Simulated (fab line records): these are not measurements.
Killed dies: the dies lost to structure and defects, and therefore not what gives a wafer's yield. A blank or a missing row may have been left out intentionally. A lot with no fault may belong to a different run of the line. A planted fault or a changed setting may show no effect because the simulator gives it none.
One fault seen from 3 desks ; flow nandHarc ; what lay behind the numbers comes last; until then each desk has only its own

== FOR THE TOOL OWNER'S DESK: arfiScanner-02 ==
The tool's own readings at NHARC_P_GATE_EXPOSE_23 (exposes mask P GATE, target cd 120 nm): means of the sampled wafers that have a number, for each lot that ran on this tool. A lot is out of limits, marked OUT, if its mean lies more than 4 standard deviations from the usual mean; the brackets give that distance.
Columns: A = exposureDoseMJCm2 at NHARC_P_GATE_EXPOSE_23, usual 93.90; B = stageVelMmS at NHARC_P_GATE_EXPOSE_23, usual 499.97 mm/s
lot;first seen here;A;B
L602;day 7 21:48;93.93;499.97
L606;day 9 01:55;94.02;499.70
L608;day 9 22:48;85.18 (-87) OUT;499.82
L610;day 11 00:14;85.18 (-87) OUT;500.06
Finding of this desk: L608, L610 out of limits; the first was L608 at day 9 22:48, on exposureDoseMJCm2 at NHARC_P_GATE_EXPOSE_23. L602, L606 stayed within limits.

== THE DEFECT DESK ==
Per lot, the means of the sampled wafers with a number show what the inspections along the route counted. A lot is out of limits, marked OUT, if its mean lies more than 4 standard deviations from the usual mean; the brackets give that distance.
Columns: A = rawDefectCount at NHARC_P_STI_INSPECT_11, usual 5.4
lot;first seen here;A
L599;day 4 00:59;3.0
L600;day 4 14:53;4.3
L602;day 5 16:04;5.3
L605;day 6 15:30;5.7
L606;day 6 22:32;5.7
L608;day 7 20:13;4.7
L609;day 8 06:07;5.0
L610;day 8 16:17;6.0
L611;day 9 02:25;6.0
L614;day 10 06:23;9.3
L619;day 12 05:14;3.3
L618;day 12 05:17;5.0
Finding of this desk: none of the 12 lots has anything out of limits.

== AT THE METROLOGY DESK ==
What the gauges read, lot by lot, whatever tool the lot ran on: means of the sampled wafers that have a number. A lot is out of limits, marked OUT, if its mean lies more than 4 standard deviations from the usual mean; the brackets give that distance.
Columns: A = cdNm at NHARC_P_GATE_CD_MEAS_26, usual 119.9 nm
lot;first seen here;A
L599;day 6 02:11;120.2
L600;day 6 20:58;120.2
L602;day 7 21:56;119.0
L605;day 8 21:28;120.9
L606;day 9 02:04;119.2
L608;day 9 22:56;125.6 (+10) OUT
L610;day 11 00:22;126.0 (+11) OUT
L609;day 11 01:08;120.0
L611;day 11 08:23;120.0
L614;day 12 11:16;119.3
L619;day 14 11:01;119.6
L618;day 14 11:22;120.4
Finding of this desk: L608, L610 out of limits; the first was L608 at day 9 22:56, on cdNm at NHARC_P_GATE_CD_MEAS_26. L599, L600, L602, L605, L606, L609, L611, L614, L619, L618 stayed within limits.

== ALL TOGETHER ==
On L608, L610, at day 9 22:48, an alarm was possible from the tool owner's desk.
On L608, L610, the metrology desk was in a position to raise an alarm at day 9 22:56.
The defect desk saw nothing out of limits.
The defect desk has L608, L610 on record, within its limits.
Of the lots named, all ran NHARC_P_GATE_EXPOSE_23 on arfiScanner-02.

== WHAT WAS PUT IN BY THE SIMULATOR ==
Process parameters drifting: arfiScanner-02 at NHARC_P_GATE_EXPOSE_23, beginning at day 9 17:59. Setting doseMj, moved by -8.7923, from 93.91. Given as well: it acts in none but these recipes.
Struck lots among those shown: L608, L610.
Hours from the fault's start to each desk's first reading out of limits: the tool owner's desk, 5; the metrology desk, 5.
